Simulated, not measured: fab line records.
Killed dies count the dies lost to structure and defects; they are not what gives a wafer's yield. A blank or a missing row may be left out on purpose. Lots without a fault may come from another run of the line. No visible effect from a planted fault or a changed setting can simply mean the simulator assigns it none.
Matching of chambers :: flow nand_harc :: 3 sister chambers for NHARC_P_M2_PRE_CLEAN_32 on pecvd-02
The step time 12 s. 6 wafers are shown with their chamber, then 8 later ones without.

== WAFERS WITH THEIR CHAMBER ==
wafer: L080.5
chamber: 0
heater_power_w (W): 642

wafer: L082.1
chamber: 0
heater_power_w (W): 725

wafer: L088.1
chamber: 2
heater_power_w (W): 583

wafer: L088.5
chamber: 2
heater_power_w (W): 565

wafer: L088.6
chamber: 1
heater_power_w (W): 525

wafer: L094.2
chamber: 1
heater_power_w (W): 553

== WAFERS WITH NO CHAMBER GIVEN ==
wafer: L094.3
heater_power_w (W): 619

wafer: L094.4
heater_power_w (W): 535

wafer: L095.1
heater_power_w (W): 696

wafer: L095.2
heater_power_w (W): 599

wafer: L095.3
heater_power_w (W): 630

wafer: L096.1
heater_power_w (W): 583

wafer: L096.2
heater_power_w (W): 638

wafer: L096.5
heater_power_w (W): 587

== EACH ONE'S CHAMBER ==
wafer: L094.3
from the rows above: can't be placed: 2 or 0 or 1
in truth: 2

wafer: L094.4
from the rows above: can't be placed: 1 or 2
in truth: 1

wafer: L095.1
from the rows above: 0
in truth: 0

wafer: L095.2
from the rows above: can't be placed: 2 or 1 or 0
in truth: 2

wafer: L095.3
from the rows above: can't be placed: 0 or 2 or 1
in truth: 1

wafer: L096.1
from the rows above: can't be placed: 2 or 1
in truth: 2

wafer: L096.2
from the rows above: can't be placed: 0 or 2 or 1
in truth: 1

wafer: L096.5
from the rows above: can't be placed: 2 or 1
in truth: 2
Correct placement for 1 of the 8. Unplaceable from these rows: 7, with the true chamber sitting among the candidates in 7. 0 placed wrongly.
How it was worked out, from the rows above alone: a wafer's distance from a chamber is the root of the sum, over the readings, of the square of ((its reading less the chamber's mean) divided by the reading's scatter). The wafer belongs to the nearest chamber; if the next one is less than 2 further off, it can't be placed. Each chamber's mean is taken over the wafers shown for it. How the scatter is found: for the shown wafers, subtract from each reading the mean of its chamber, square and add these, divide the total by (wafers less chambers), then take the root.
